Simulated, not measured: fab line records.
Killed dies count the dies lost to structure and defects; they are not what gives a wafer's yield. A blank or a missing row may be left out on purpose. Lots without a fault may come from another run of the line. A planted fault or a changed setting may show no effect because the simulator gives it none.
A struck lot beside a sound one | flow nand harc | 14 steps out of a route of 1302
Sound: these wafers, L667.1, L667.4, L667.5. Wafers L682.1, L682.3, L682.6 were the ones struck. The cause is given at the end.
Each step with rows lists, per side, the tool, then ch with its chambers, then its first start. Under that, the readings that differ: sound wafers | struck wafers | difference of the means | sigmas: that difference in standard deviations of wafers without a fault.
alike: readings with means less than 2 such deviations apart, plus words and numbers identical on both sides. not compared: withheld readings, readings lacking a value on some wafer, bounds such as >300 that could conceal the same value, and numbers that have no deviation in the record and whose values overlap.
The two part at a step that has a row with sigmas, a row that says differs or no value, or rows on one side only. Numbers that don't overlap but have no deviation are shown without sigmas and don't part them. A reading that every wafer of one side lacks parts them only if that side has two wafers or more.

NHARC_A_ONON_D1_THK_MEAS_30: measures by ellipsometry.
  struck on film metro-02, day 15 18:20; sound on film metro-02, day 9 09:59
  alike: thk nm
NHARC_A_ONON_D1_DEP_33: deposits SiO2, target thk 200 nm.
  sound on pecvd-01 ch 0,2, day 9 10:05; struck on pecvd-01 ch 0,1,2, day 15 18:23
  alike: heater power w, throttle valve pct
NHARC_A_ONON_D1_THK_MEAS_34: measures by ellipsometry.
  struck on film metro-02, day 15 18:48; sound on film metro-02, day 9 10:27
  alike: thk nm
NHARC_A_ONON_D1_INSPECT_32:
  struck on defect inspect-02, day 15 18:53; sound on defect inspect-02, day 9 10:32
  alike: raw defect count
NHARC_A_CHANNEL_HOLE_D1_DEP_00: deposits aC, target thk 3100 nm.
  sound on acl dep-02 ch 0, day 9 11:31; struck on acl dep-02 ch 0, day 15 19:57
  alike: throttle valve pct
NHARC_A_CHANNEL_HOLE_D1_DEP_01: deposits SiON, target thk 140 nm.
  sound on pecvd-01 ch 0,2, day 9 13:28; struck on pecvd-02 ch 0,1, day 15 21:53
  alike: heater power w
then, 5 steps without rows for these wafers: NHARC_A_CHANNEL_HOLE_D1_DEHYDRATE_02 (time 120 s); NHARC_A_CHANNEL_HOLE_D1_HMDS_03 (time 30 s); NHARC_A_CHANNEL_HOLE_D1_COAT_36 (time 75 s); NHARC_A_CHANNEL_HOLE_D1_COAT_37 (time 65 s); NHARC_A_CHANNEL_HOLE_D1_COAT_04 (resist thk 90 nm).
NHARC_A_CHANNEL_HOLE_D1_SOFTBAKE_05: time 55 s.
  sound on litho track-06 ch 0, day 9 13:00; struck on litho track-04 ch 0, day 15 22:00
  reading                  | sound                | struck               | difference | sigmas
  heater power total W (W) | 188.30 188.35 188.45 | 191.48 191.60 191.69 | +3.22      | +25
then, 1 step without rows for these wafers: NHARC_A_CHANNEL_HOLE_D1_EBR_06.
NHARC_END_SORT_01:
  the record has rows for the sound wafers here (prober-02 ch 0, day 26 08:25) and none for the struck ones

## WHERE THEY PART
First at NHARC_A_CHANNEL_HOLE_D1_SOFTBAKE_05; last, within this record, at NHARC_END_SORT_01.

WHY: the cause the simulator had injected
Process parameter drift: litho track-04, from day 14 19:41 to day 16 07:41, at NHARC_A_CHANNEL_HOLE_D1_SOFTBAKE_05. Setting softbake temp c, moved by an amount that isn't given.
